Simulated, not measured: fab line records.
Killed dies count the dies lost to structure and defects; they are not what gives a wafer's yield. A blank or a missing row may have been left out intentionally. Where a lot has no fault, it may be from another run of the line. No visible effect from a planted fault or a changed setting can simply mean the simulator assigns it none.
Matching of chambers | flow nand harc | NHARC_P_ZERO_WELL_ETCH_65 on rie diel-02 has 4 sister chambers
The step etches the open film in N2/H2, target depth 80 nm, overetch 24 nm, time 87.88 s. 4 wafers are shown with their chamber, then 8 later ones without.

== WAFERS, EACH WITH ITS CHAMBER ==
wafer  | chamber | showerhead plenum p Torr (Torr)
L946.3 | 1       | 2.21
L947.3 | 0       | 1.97
L947.6 | 2       | 1.94
L949.2 | 3       | 1.99

== WAFERS WHOSE CHAMBER IS MISSING ==
wafer  | showerhead plenum p Torr (Torr)
L949.3 | 1.93
L949.6 | 1.97
L950.3 | 1.93
L950.4 | 1.97
L950.5 | 1.93
L953.3 | 1.96
L953.5 | 1.96
L953.6 | 1.93

== CHAMBER TAKEN BY EACH ==
wafer  | from the rows above     | in truth
L949.3 | 2                       | 2
L949.6 | 0                       | 0
L950.3 | 2                       | 2
L950.4 | 0                       | 0
L950.5 | 2                       | 2
L953.3 | can't be placed: 0 or 2 | 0
L953.5 | can't be placed: 0 or 2 | 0
L953.6 | 2                       | 2
Placed correctly: 6 of 8. Unplaceable from these rows: 2, with the true chamber sitting among the candidates in 2. Wrongly placed: 0.
How it was worked out, from the rows above alone: a wafer's distance from a chamber is the root of the sum, over the readings, of the square of ((its reading less the chamber's mean) divided by the reading's scatter). The wafer belongs to the nearest chamber; if the next one is less than 2 further off, it can't be placed. The mean given for a chamber averages the wafers shown for that chamber. The scatter: with one shown wafer a chamber, the root of the mean of the squares of how far each hidden wafer lies from its nearest shown one.
